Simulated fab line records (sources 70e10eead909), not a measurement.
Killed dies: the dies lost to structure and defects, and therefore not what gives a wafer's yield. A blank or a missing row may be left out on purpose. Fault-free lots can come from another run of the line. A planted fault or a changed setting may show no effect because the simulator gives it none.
What tool caused it? -- flow nand harc -- 24 lots with 72 wafers sampled at 6 steps, on a route of 1159 steps

== WHAT THE GAUGES READ, wafer by wafer ==
NHARC_P_GATE_CD_MEAS_91 targets a cd of 2000 nm. Usual: cd nm at 2000.0 nm, with a standard deviation of 2.5.
lot,measured,on,cd nm (nm),flag
L074,day 5 01:04,cd sem-01,2000.8 2003.6 1997.2,
L075,day 5 16:30,cd sem-01,1999.1 1997.2 1997.8,
L077,day 5 18:43,cd sem-01,2001.8 2000.8 1999.2,
L076,day 5 19:16,cd sem-02,1997.5 1993.8 1997.7,
L079,day 6 08:01,cd sem-03,2003.7 1996.7 2004.2,
L078,day 6 08:13,cd sem-01,2000.5 2003.2 2003.0,
L080,day 7 00:10,cd sem-01,2002.7 2000.0 2001.2,
L081,day 7 03:05,cd sem-01,1996.4 2002.3 2002.5,
L082,day 7 10:32,cd sem-02,1998.6 1993.7 1999.2,
L084,day 7 20:47,cd sem-01,2002.0 2003.4 2004.4,
L083,day 7 21:17,cd sem-02,2000.2 2003.8 1997.5,
L085,day 8 19:01,cd sem-01,1996.8 2000.4 1998.1,
L087,day 8 19:38,cd sem-01,1999.4 2002.0 2003.4,
L086,day 8 20:32,cd sem-03,2000.1 2000.4 2000.9,
L088,day 9 04:58,cd sem-03,2001.3 1998.8 1999.5,
L089,day 9 12:14,cd sem-03,2002.5 2002.5 2003.6,
L090,day 9 13:00,cd sem-02,1996.9 1998.6 1998.7,
L091,day 9 17:13,cd sem-02,2002.4 1998.2 2001.5,
L092,day 9 18:26,cd sem-02,1998.4 1998.9 2001.7,
L093,day 10 08:16,cd sem-02,2002.3 2000.3 1998.7,
L095,day 10 08:36,cd sem-01,1998.9 1993.6 1999.5,
L094,day 10 08:51,cd sem-02,1999.3 2004.7 2002.2,
L096,day 10 18:13,cd sem-01,2001.7 1996.1 2001.9,
L097,day 11 00:00,cd sem-01,1997.7 1997.8 1994.6,

NHARC_P_CONTACT_CD_MEAS_19. Usual: cd nm at 89.7 nm, with a standard deviation of 2.1.
lot,measured,on,cd nm (nm),flag
L074,day 5 08:52,cd sem-03,89.8 91.2 90.3,
L075,day 5 22:29,cd sem-03,89.5 85.8 86.9,
L077,day 6 00:32,cd sem-03,89.5 88.5 87.8,
L076,day 6 01:22,cd sem-01,92.2 89.2 87.9,
L079,day 6 13:46,cd sem-01,90.1 89.7 89.5,
L078,day 6 14:59,cd sem-01,87.6 88.9 88.4,
L080,day 7 06:20,cd sem-01,91.5 90.9 90.3,
L081,day 7 08:46,cd sem-03,91.1 89.3 89.6,
L082,day 7 16:29,cd sem-03,90.3 92.0 89.6,
L084,day 8 02:24,cd sem-02,88.9 94.6 92.1,
L083,day 8 03:15,cd sem-01,89.8 89.5 86.6,
L085,day 9 01:11,cd sem-02,90.9 89.7 88.4,
L087,day 9 02:43,cd sem-02,90.1 91.5 89.8,
L086,day 9 03:04,cd sem-02,88.2 90.0 90.3,
L088,day 9 10:47,cd sem-01,89.0 91.5 90.9,
L089,day 9 18:19,cd sem-01,90.8 91.0 91.6,
L090,day 9 19:10,cd sem-01,92.2 92.8 89.3,
L091,day 9 23:04,cd sem-01,89.5 91.3 91.1,
L092,day 10 00:12,cd sem-01,89.4 93.3 89.5,
L093,day 10 13:58,cd sem-01,86.8 90.0 91.0,
L095,day 10 14:43,cd sem-03,91.3 91.5 92.2,
L094,day 10 15:04,cd sem-03,88.2 85.3 88.6,
L096,day 10 23:57,cd sem-03,84.3 82.8 92.8,
L097,day 11 05:44,cd sem-01,88.9 85.3 84.2,

NHARC_P_CONTACT_INSPECT_27. Usual: raw defect count at 318, with a standard deviation of 130.
lot,measured,on,raw defect count,flag
L074,day 5 11:09,defect inspect-01,300 456 326,
L075,day 6 05:49,defect inspect-02,391 288 356,
L077,day 6 09:11,defect inspect-02,168 228 176,
L076,day 6 09:43,defect inspect-01,451 335 252,
L079,day 6 19:39,defect inspect-02,360 534 242,
L078,day 6 20:00,defect inspect-01,244 169 272,
L080,day 7 08:35,defect inspect-02,515 499 391,
L081,day 7 11:01,defect inspect-01,423 200 184,
L082,day 7 21:27,defect inspect-01,353 298 257,
L084,day 8 12:16,defect inspect-01,115 283 238,
L083,day 8 12:47,defect inspect-02,367 233 352,
L085,day 9 03:47,defect inspect-01,270 287 419,
L087,day 9 09:22,defect inspect-01,246 248 363,
L086,day 9 09:54,defect inspect-02,284 218 379,
L088,day 9 13:01,defect inspect-01,188 330 278,
L089,day 10 01:01,defect inspect-02,219 290 270,
L090,day 10 02:18,defect inspect-02,378 401 315,
L091,day 10 04:47,defect inspect-01,506 330 185,
L092,day 10 05:01,defect inspect-01,487 424 269,
L093,day 10 16:12,defect inspect-02,195 237 588,
L095,day 10 16:58,defect inspect-01,547 321 531,
L094,day 10 17:19,defect inspect-02,461 718 697,
L096,day 11 04:41,defect inspect-01,161 269 254,
L097,day 11 08:00,defect inspect-02,182 432 167,

NHARC_P_M0_CD_MEAS_16. Usual: cd nm at 89.5 nm, with a standard deviation of 0.94.
lot,measured,on,cd nm (nm),flag
L074,day 5 12:25,cd sem-02,89.7 88.9 89.2,
L075,day 6 07:13,cd sem-03,90.3 88.4 89.1,
L077,day 6 10:27,cd sem-03,89.6 88.1 89.8,
L076,day 6 11:08,cd sem-01,90.0 89.1 91.0,
L079,day 6 21:02,cd sem-01,90.0 88.4 88.8,
L078,day 6 21:23,cd sem-03,91.4 90.8 90.9,
L080,day 7 09:58,cd sem-01,88.9 89.2 88.2,
L081,day 7 12:26,cd sem-02,88.0 88.7 89.6,
L082,day 7 22:52,cd sem-02,90.5 90.9 89.8,
L084,day 8 13:35,cd sem-01,89.2 88.2 89.0,
L083,day 8 14:10,cd sem-02,91.5 89.2 88.7,
L085,day 9 05:10,cd sem-03,89.3 88.2 90.6,
L087,day 9 10:37,cd sem-03,89.7 89.4 89.1,
L086,day 9 11:17,cd sem-01,89.8 90.9 91.0,
L088,day 9 14:37,cd sem-02,90.9 89.6 89.5,
L089,day 10 02:24,cd sem-03,89.8 89.3 90.2,
L090,day 10 03:44,cd sem-02,88.8 89.5 89.8,
L091,day 10 06:10,cd sem-02,89.8 90.3 88.0,
L092,day 10 06:24,cd sem-02,89.1 90.9 90.2,
L093,day 10 17:37,cd sem-01,89.1 88.1 89.4,
L095,day 10 18:23,cd sem-02,90.0 89.0 89.2,
L094,day 10 18:47,cd sem-03,90.4 89.7 88.7,
L096,day 11 06:07,cd sem-03,87.0 88.0 88.7,
L097,day 11 09:18,cd sem-01,91.1 90.2 90.0,

== TOOL THAT RAN EACH LOT (tool first, then ch and the chambers of the sampled wafers, then the start) ==
lot,NHARC_P_GATE_DESCUM_93,NHARC_P_CONTACT_DESCUM_17
L074,"rie diel-10 ch 1,2,3, day 5 01:15","rie diel-01 ch 2,3, day 5 05:58"
L075,"rie diel-09 ch 0,3, day 5 16:41","rie diel-08 ch 0,1,2, day 5 21:36"
L077,"rie diel-07 ch 0,2,3, day 5 18:52","rie diel-08 ch 0,1,2, day 5 23:40"
L076,"rie diel-07 ch 1,2,3, day 5 19:26","rie diel-03 ch 0,3, day 6 00:07"
L079,"rie diel-07 ch 0,1,3, day 6 08:11","rie diel-03 ch 0,1,3, day 6 12:54"
L078,"rie diel-07 ch 0,1,3, day 6 08:23","rie diel-03 ch 0,1,3, day 6 13:46"
L080,"rie diel-10 ch 1,2, day 7 00:20","rie diel-01 ch 0,2, day 7 05:28"
L081,"rie diel-09 ch 0,1, day 7 03:16","rie diel-01 ch 0,1,2, day 7 07:53"
L082,"rie diel-10 ch 0,2, day 7 10:41","rie diel-03 ch 1,2,3, day 7 15:38"
L084,"rie diel-09 ch 0,3, day 7 20:56","rie diel-08 ch 0,2,3, day 8 01:32"
L083,"rie diel-09 ch 0,3, day 7 21:28","rie diel-03 ch 1,2,3, day 8 02:23"
L085,"rie diel-10 ch 0,1,2, day 8 19:11","rie diel-03 ch 0,1,2, day 9 00:19"
L087,"rie diel-07 ch 1,2, day 8 19:48","rie diel-03 ch 0,2,3, day 9 01:25"
L086,"rie diel-07 ch 0,1,3, day 8 20:44","rie diel-08 ch 0,1,3, day 9 02:11"
L088,"rie diel-09 ch 2,3, day 9 05:08","rie diel-08 ch 0,3, day 9 09:55"
L089,"rie diel-07 ch 0,2, day 9 12:24","rie diel-03 ch 0,3, day 9 17:26"
L090,"rie diel-07 ch 0,1, day 9 13:10","rie diel-08 ch 0,1, day 9 18:17"
L091,"rie diel-09 ch 0,1, day 9 17:22","rie diel-03 ch 0,2,3, day 9 21:59"
L092,"rie diel-07 ch 0,2,3, day 9 18:36","rie diel-08 ch 0,2,3, day 9 23:20"
L093,"rie diel-07 ch 0,3, day 10 08:26","rie diel-03 ch 0,3, day 10 13:06"
L095,"rie diel-07 ch 0,1,3, day 10 08:49","rie diel-08 ch 0,3, day 10 13:43"
L094,"rie diel-07 ch 0,2,3, day 10 09:01","rie diel-03 ch 0,2,3, day 10 14:12"
L096,"rie diel-09 ch 1,2,3, day 10 18:23","rie diel-03 ch 0,2,3, day 10 23:06"
L097,"rie diel-07 ch 0,3, day 11 00:10","rie diel-03 ch 1,3, day 11 04:52"
- NHARC_P_GATE_DESCUM_93: chemistry O2, time 3 s.
- NHARC_P_CONTACT_DESCUM_17: chemistry O2, time 3 s.

== WHAT THE TOOLS THEMSELVES READ (means of the sampled wafers that have a number; where no wafer has one, the mark that the record gives instead) ==
NHARC_P_GATE_DESCUM_93. Usual: drypump motor current A 5.9 A, standard deviation 0.39; oes product au 0.998 a.u., standard deviation 0.013; rf vpp V 57.8 V, standard deviation 0.91; showerhead plenum p Torr 1.93 Torr, standard deviation 0.084; throttle valve pct 11.310 %, standard deviation 0.0091.
lot,tool,drypump motor current A (A),oes product au (a.u.),rf vpp V (V),showerhead plenum p Torr (Torr),throttle valve pct (%),flag
L074,rie diel-10,5.8,0.990,57.7,1.84,11.310,
L075,rie diel-09,5.4,1.014,58.3,2.01,11.312,
L077,rie diel-07,5.9,1.000,57.3,1.92,11.311,
L076,rie diel-07,5.9,1.003,57.7,1.88,11.308,
L079,rie diel-07,6.2,0.994,57.3,1.95,11.311,
L078,rie diel-07,6.2,0.992,58.3,1.95,11.311,
L080,rie diel-10,6.0,0.999,57.8,1.89,11.300,
L081,rie diel-09,5.8,1.004,57.5,1.96,11.307,
L082,rie diel-10,6.4,0.992,56.6,1.82,11.303,
L084,rie diel-09,5.7,1.008,58.3,2.00,11.316,
L083,rie diel-09,5.4,1.017,58.1,2.01,11.313,
L085,rie diel-10,6.2,0.995,57.6,1.98,11.300,
L087,rie diel-07,6.0,1.001,58.1,1.86,11.305,
L086,rie diel-07,6.2,0.996,58.6,1.94,11.312,
L088,rie diel-09,5.6,1.006,58.5,2.05,11.306,
L089,rie diel-07,5.8,0.990,57.5,1.87,11.306,
L090,rie diel-07,6.3,0.973,57.2,1.96,11.307,
L091,rie diel-09,5.8,0.986,58.0,1.95,11.313,
L092,rie diel-07,5.9,0.995,58.8,1.91,11.310,
L093,rie diel-07,6.2,0.985,58.8,1.98,11.301,
L095,rie diel-07,6.2,0.996,58.0,1.94,11.310,
L094,rie diel-07,5.9,0.996,58.6,1.91,11.319,
L096,rie diel-09,5.5,1.001,58.0,2.01,11.312,
L097,rie diel-07,6.2,0.974,57.9,1.98,11.315,

NHARC_P_CONTACT_DESCUM_17. Usual: drypump motor current A 5.7 A, standard deviation 0.46; oes product au 1.001 a.u., standard deviation 0.016; rf vpp V 57.7 V, standard deviation 0.88; showerhead plenum p Torr 1.88 Torr, standard deviation 0.072; throttle valve pct 11.311 %, standard deviation 0.0097.
lot,tool,drypump motor current A (A),oes product au (a.u.),rf vpp V (V),showerhead plenum p Torr (Torr),throttle valve pct (%),flag
L074,rie diel-01,5.8,0.994,58.8,1.94,11.308,
L075,rie diel-08,5.9,1.014,56.8,1.91,11.314,
L077,rie diel-08,5.9,1.013,57.9,1.91,11.313,
L076,rie diel-03,5.3,0.988,58.6,1.90,11.309,
L079,rie diel-03,5.6,1.012,57.9,1.86,11.320,
L078,rie diel-03,5.6,0.999,57.7,1.86,11.303,
L080,rie diel-01,5.6,0.997,58.5,1.94,11.307,
L081,rie diel-01,5.7,0.998,58.6,1.93,11.314,
L082,rie diel-03,5.5,1.005,58.4,1.85,11.311,
L084,rie diel-08,5.7,1.001,57.0,1.89,11.303,
L083,rie diel-03,5.5,1.001,57.1,1.85,11.303,
L085,rie diel-03,5.9,1.004,57.0,1.82,11.319,
L087,rie diel-03,5.6,0.992,57.8,1.87,11.309,
L086,rie diel-08,6.0,0.993,57.8,1.92,11.308,
L088,rie diel-08,6.1,0.997,58.6,1.95,11.308,
L089,rie diel-03,5.3,0.981,56.9,1.90,11.315,
L090,rie diel-08,6.3,1.002,58.1,1.97,11.307,
L091,rie diel-03,5.6,0.997,57.9,1.87,11.311,
L092,rie diel-08,5.7,0.999,58.0,1.89,11.315,
L093,rie diel-03,5.3,0.986,58.3,1.90,11.308,
L095,rie diel-08,5.7,0.997,57.8,1.90,11.311,
L094,rie diel-03,5.6,0.991,58.1,1.87,11.315,
L096,rie diel-03,5.6,0.993,58.1,1.87,11.316,
L097,rie diel-03,5.4,1.013,57.4,1.83,11.320,

== THE ANSWER, worked out from the rows above alone ==
Rule: lot off if the mean of its wafers having a number is beyond 3 standard deviations from the usual mean. Also off: a lot with no number at a reading for which 4 or more lots have one. Where the step has rows for the other lots, those lots are counted as sound. The gauges are gone through in route order, then the tools' own readings, and for those a lot's mean is taken as printed above. At the first step where some lot is off, the reading lying furthest off is the one used; lots without a number count as furthest.
None of the lots is off at any reading shown; this tells nothing.

== WHAT THE SIMULATOR PUT IN ==
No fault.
